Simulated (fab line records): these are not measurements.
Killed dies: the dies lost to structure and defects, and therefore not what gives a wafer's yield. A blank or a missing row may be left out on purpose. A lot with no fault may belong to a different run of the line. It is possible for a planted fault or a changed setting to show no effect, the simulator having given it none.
Struck lot and sound lot, side by side | flow n5-finfet | 16 steps out of a route of 1938
Sound: wafers L943.3, L943.4, L943.6. Struck: wafer L952.2. (L952.5 of the same lot was not struck and is left out.) The cause comes at the end.
Order at every step that has rows: each side's tool, ch and its chambers, its first start. Under that, the readings that differ: sound wafers | struck wafers | difference of the means | sigmas: that difference in standard deviations of wafers without a fault.
alike: readings with means less than 2 such deviations apart, plus words and numbers identical on both sides. not compared: withheld readings, readings lacking a value on some wafer, bounds such as >300 that could conceal the same value, and numbers that have no deviation in the record and whose values overlap.
Wherever a step has rows on one side only, a row that says differs or no value, or a row with sigmas, the two part there. When numbers do not overlap yet have no deviation, they are printed without sigmas and do not part them. A reading that every wafer of one side lacks parts them only if that side has two wafers or more.

first, 2 steps without rows for these wafers: N5_FIN_CUT_STRIP_31 (strips in N2/H2); N5_FIN_CUT_STRIP_24 (strips in CF4).
N5_FIN_CUT_CUT_ETCH_26: etches SiNx in CH3F/O2, target depth 39 nm, time 55.7 s.
  sound on rie-diel-03 ch 0,1,3, day 2 02:48; struck on rie-diel-05 ch 2, day 4 09:26
  reading                     | sound          | struck | difference | sigmas
  drypump-motor-current-A (A) | 5.80 5.21 5.93 | 6.32   | +0.67      | +2
  alike: chamber-pressure-mTorr, oes-product-au, rf-vpp-V, showerhead-plenum-p-Torr, throttle-valve-pct
  not compared: rf-hours-counter-h
N5_FIN_CUT_CUT_ETCH_27: etches SiO2 in CHF3/O2, target depth 4 nm, overetch 2 nm, time 4.9 s.
  sound on rie-diel-03 ch 0,1,3, day 2 02:51; struck on rie-diel-05 ch 2, day 4 09:29
  reading                     | sound          | struck | difference | sigmas
  drypump-motor-current-A (A) | 5.77 5.17 5.92 | 6.35   | +0.73      | +3
  alike: chamber-pressure-mTorr, oes-product-au, rf-vpp-V, showerhead-plenum-p-Torr, throttle-valve-pct
  not compared: rf-hours-counter-h
then, 1 step without rows for these wafers: N5_FIN_CUT_PRECLEAN_35 (cleans in vHF, time 13.3 s).
N5_FIN_CUT_CUT_ETCH_15: etches Si in HBr/Cl2/O2, target depth 100 nm, bt time 10 s, time 42.4 s.
  sound on rie-si-06 ch 0,1, day 2 03:00; struck on rie-si-06 ch 2, day 4 09:38
  alike: chamber-pressure-mTorr, drypump-motor-current-A, oes-product-au, throttle-valve-pct
  not compared: rf-hours-counter-h
N5_FIN_CUT_CUT_ETCH_28: etches Si in HBr/Cl2/O2, target depth 6 nm, time 2.4 s.
  sound on rie-si-06 ch 0,1, day 2 03:03; struck on rie-si-06 ch 2, day 4 09:41
  alike: chamber-pressure-mTorr, drypump-motor-current-A, oes-product-au, throttle-valve-pct
  not compared: rf-hours-counter-h
N5_FIN_CUT_STRIP_22: strips in N2/H2.
  sound on rie-diel-05 ch 1,2, day 2 03:07; struck on rie-diel-04 ch 2, day 4 09:47
  reading                | sound             | struck | difference | sigmas
  throttle-valve-pct (%) | 19.10 19.48 19.08 | 18.24  | -0.98      | -4
  alike: chamber-pressure-mTorr, drypump-motor-current-A, oes-product-au, rf-vpp-V, showerhead-plenum-p-Torr
  not compared: rf-hours-counter-h
then, 3 steps without rows for these wafers: N5_FIN_CUT_PRECLEAN_36 (cleans in O3/DIW, time 60 s); N5_FIN_CUT_SRD_32 (time 30 s); N5_FIN_CUT_UV_OZONE_34 (time 120 s).
N5_FIN_CUT_INSPECT_17: inspects for defects (brightfield).
  sound: defect-inspect-01 at day 2 03:17; struck: defect-inspect-01 at day 4 09:57
  reading          | sound       | struck | difference | sigmas
  raw-defect-count | 167 230 143 | 342    | +162       | +2
N5_STI_FIN_REVEAL_ALD_00: deposits SiO2, target thk 1 nm, pulse time 1 s.
  sound on ald-sin-02 ch 1,3, day 2 03:32; struck on ald-sin-04 ch 1, day 4 09:59
  reading                                         | sound | struck | difference | sigmas
  model.SiO2_of_STI_FIN_REVEAL_ALD_00.thk-nm (nm) | 1 1 1 | 1.6    | +0.6       |
  alike: heater-power-w, precursor-pulse-height-rel
then, 1 step without rows for these wafers: N5_STI_FIN_REVEAL_ALD_14 (deposits Si3N4, target thk 3 nm).
-- a jump in the record: the struck wafers' starts before and after are 6 days apart (it breaks off in module STI_FIN_REVEAL and resumes in module BEOL_M4, where the first step shown is number 1111 of the route) --
N5_BEOL_M4_RC_MEAS_101:
  sound on prober-02 ch 0, day 7 17:29; struck on prober-02 ch 0, day 10 00:31
  alike: DIBL_N, DIBL_P, IOFF_N, IOFF_P, ION_N, ION_P, SS_N, SS_P, VT_N, VT_P
N5_PASSIVATION_PROBE_49:
  rows exist in the record for the sound wafers here (prober-02, day 12 13:05), none for the struck ones

== WHERE THEY PART ==
Earliest at N5_FIN_CUT_CUT_ETCH_26; latest, in this record, at N5_PASSIVATION_PROBE_49.

WHY: what had been put in by the simulator
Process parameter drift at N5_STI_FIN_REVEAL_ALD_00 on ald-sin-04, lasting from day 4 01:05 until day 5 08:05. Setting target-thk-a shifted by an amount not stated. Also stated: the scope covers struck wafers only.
